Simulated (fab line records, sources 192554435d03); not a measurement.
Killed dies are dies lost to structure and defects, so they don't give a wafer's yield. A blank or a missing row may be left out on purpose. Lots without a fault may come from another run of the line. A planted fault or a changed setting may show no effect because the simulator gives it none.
Chamber matching | flow n5_finfet | N5_BEOL_M0_SAQP_STRIP_86 on rie_diel-02: 3 sister chambers
The step strips in N2/H2. 3 wafers are shown with their chamber, then 7 later ones without.

WAFERS WITH THEIR CHAMBER
wafer  | chamber | showerhead_plenum_p_Torr (Torr)
L076.3 | 1       | 3.29
L079.5 | 0       | 3.33
L080.1 | 3       | 3.48

WAFERS WITHOUT THEIR CHAMBER
wafer  | showerhead_plenum_p_Torr (Torr)
L080.4 | 3.48
L080.6 | 3.33
L088.1 | 3.29
L088.4 | 3.32
L088.5 | 3.47
L095.1 | 3.46
L095.5 | 3.28

WHICH CHAMBER EACH WENT THROUGH
wafer  | from the rows above     | in truth
L080.4 | 3                       | 3
L080.6 | 0                       | 0
L088.1 | 1                       | 1
L088.4 | can't be placed: 0 or 1 | 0
L088.5 | 3                       | 3
L095.1 | 3                       | 3
L095.5 | 1                       | 1
Placed correctly: 6 of 7. Can't be placed from these rows: 1 (the true chamber is among the candidates in 1). Placed wrongly: 0.
How it was worked out, from the rows above alone: a wafer's distance from a chamber is the root of the sum, over the readings, of the square of ((its reading less the chamber's mean) divided by the reading's scatter). The wafer belongs to the nearest chamber; if the next one is less than 2 further off, it can't be placed. A chamber's mean is the mean of its shown wafers. The scatter: with one shown wafer a chamber, the root of the mean of the squares of how far each hidden wafer lies from its nearest shown one.
